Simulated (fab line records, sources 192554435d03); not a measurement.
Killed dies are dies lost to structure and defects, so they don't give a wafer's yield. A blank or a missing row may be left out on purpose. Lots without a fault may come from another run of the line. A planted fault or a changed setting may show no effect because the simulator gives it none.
A struck lot beside a sound one | flow n5_finfet | 21 steps out of a route of 1938
Sound: wafers L502.3, L502.4, L502.5. Struck: wafer L512.5. (L512.6 of the same lot was not struck and is left out.) The cause comes at the end.
At each step with rows: each side's tool, then ch and its chambers, then its first start. Under that, the readings that differ: sound wafers | struck wafers | difference of the means | sigmas: that difference in standard deviations of wafers without a fault.
alike: readings whose means differ by less than 2 such deviations, and words and numbers that are the same on both sides. not compared: withheld readings, readings that some wafer has no value for, bounds like >300 that may hide the same value, and numbers for which the record gives no deviation and whose values overlap.
The two part at a step that has a row with sigmas, a row that says differs or no value, or rows on one side only. Numbers that don't overlap but have no deviation are shown without sigmas and don't part them. A reading that every wafer of one side lacks parts them only if that side has two wafers or more.

first, 9 steps without rows for these wafers: N5_FIN_SAQP_EBR_12; N5_FIN_SAQP_SOFTBAKE_11 (time 60 s); N5_FIN_SAQP_EXPOSE_13 (exposes mask FIN CORE, target cd 35.6 nm); N5_FIN_SAQP_PEB_14 (peb time 60 s); N5_FIN_SAQP_DEVELOP_15 (develop time 30 s); N5_FIN_SAQP_DESCUM_21 (chemistry O2, time 7.9 s); N5_FIN_SAQP_ETCH_51 (etches SiARC in CF4, target depth 45.5 nm, time 75.8 s); N5_FIN_SAQP_ETCH_52 (etches SOC in N2/H2, target depth 100 nm, overetch 20 nm, time 150 s); N5_FIN_SAQP_STRIP_53 (strips in N2/H2).
N5_FIN_SAQP_HM_OPEN_73: chemistry CHF3/O2, target SiO2, stops on a-Si, target depth 12 nm, time 16.8 s.
  sound on rie_diel-02 ch 0,1, day 2 18:04; struck on rie_diel-02 ch 3, day 5 03:35
  reading                                     | sound             | struck | difference | sigmas
  model.SiARC_of_FIN_SAQP_COAT_50.thk_nm (nm) | 5.714 5.551 5.971 | 0      | -6         |
  model.SOC_of_FIN_SAQP_COAT_49.thk_nm (nm)   | 100.7 100.7 100.4 | 95.15  | -5.45      |
  model.a-Si_of_FIN_SAQP_PECVD_06.thk_nm (nm) | 60.5 61.06 60.12  | 58.02  | -2.54      |
  alike: bias_w, drypump_motor_current_A, mfc_ar_sccm, oes_ar_750_au, oes_product_au, rf_fwd_power_W, rf_vpp_V, showerhead_plenum_p_Torr, throttle_valve_pct
  not compared: rf_hours_counter_h
then, 1 step without rows for these wafers: N5_FIN_SAQP_STRIP_74 (strips in CHF3/O2).
N5_FIN_SAQP_MANDREL_ETCH_22: etches a-Si in HBr/Cl2, stops on SiNx, target depth 60 nm, bt time 10 s, time 30 s.
  sound on rie_si-03 ch 0,1,3, day 2 18:10; struck on rie_si-05 ch 0, day 5 03:41
  reading                                   | sound             | struck | difference | sigmas
  model.SOC_of_FIN_SAQP_COAT_49.thk_nm (nm) | 76.41 76.37 76.43 | 71.21  | -5.19      |
  model.etch.depth_nm (nm)                  | 60.5 61.06 60.12  | 58.02  | -2.54      |
  alike: bias_w, drypump_motor_current_A, oes_product_au, rf_fwd_power_W, throttle_valve_pct
  not compared: rf_hours_counter_h
then, 5 steps without rows for these wafers: N5_FIN_SAQP_STRIP_55 (strips in N2/H2); N5_FIN_SAQP_STRIP_23 (strips in SPM, time 750 s); N5_FIN_SAQP_SRD_66 (time 30 s); N5_FIN_SAQP_RECESS_75 (chemistry HF/NH3, target SiO2, target depth 14.4 nm, afs cycles 3, sublimation time 60 s); N5_FIN_SAQP_SPACER1_ALD_24 (deposits SiO2, target thk 20.3 nm, pulse time 1 s, purge time 2 s).
N5_FIN_SAQP_SPACER1_ETCHBACK_25: etches SiO2 in CHF3/O2, target depth 24.4 nm, time 12.2 s.
  sound on rie_diel-03 ch 1,3, day 2 20:00; struck on rie_diel-04 ch 3, day 5 05:21
  reading                                     | sound          | struck | difference | sigmas
  model.a-Si_of_FIN_SAQP_PECVD_06.thk_nm (nm) | 59.6 60.2 59.2 | 57     | -3         |
  alike: bias_w, drypump_motor_current_A, mfc_ar_sccm, oes_ar_750_au, oes_product_au, rf_fwd_power_W, rf_vpp_V, showerhead_plenum_p_Torr, throttle_valve_pct
  not compared: rf_hours_counter_h
then, 1 step without rows for these wafers: N5_FIN_SAQP_MANDREL1_REMOVE_56 (chemistry HBr/Cl2/O2, target a-Si, stops on SiNx, bt time 10 s).
-- the record jumps here: 6 days lie between the struck wafers' starts before and after (it left off in module FIN_SAQP and takes up again in module BEOL_M4, whose first step shown is number 1111 of the route) --
N5_BEOL_M4_RC_MEAS_101:
  sound on prober-01 ch 0, day 8 11:26; struck on prober-02 ch 0, day 11 05:01
  alike: DIBL_N, DIBL_P, IOFF_N, IOFF_P, ION_N, ION_P, SS_N, SS_P, VT_N, VT_P
-- the record jumps here: 4 days lie between the struck wafers' starts before and after (it left off in module BEOL_M4 and takes up again in module PASSIVATION, whose first step shown is number 1936 of the route) --
N5_PASSIVATION_PROBE_49:
  sound on prober-01, day 12 18:45; struck on prober-02, day 14 23:59
  alike: defect_limited_yield, killed_at_M0_to_M3, killed_at_M4_up, killed_at_contacts, killed_at_front_end, killed_at_other, killed_dies, killed_on_rim, killed_open, killed_short, sort_bin_5_function, sort_bin_6_memory, sort_n_pass, sort_yield_pct

WHERE THEY PART
Nowhere in this record.

WHY: what the simulator had put in
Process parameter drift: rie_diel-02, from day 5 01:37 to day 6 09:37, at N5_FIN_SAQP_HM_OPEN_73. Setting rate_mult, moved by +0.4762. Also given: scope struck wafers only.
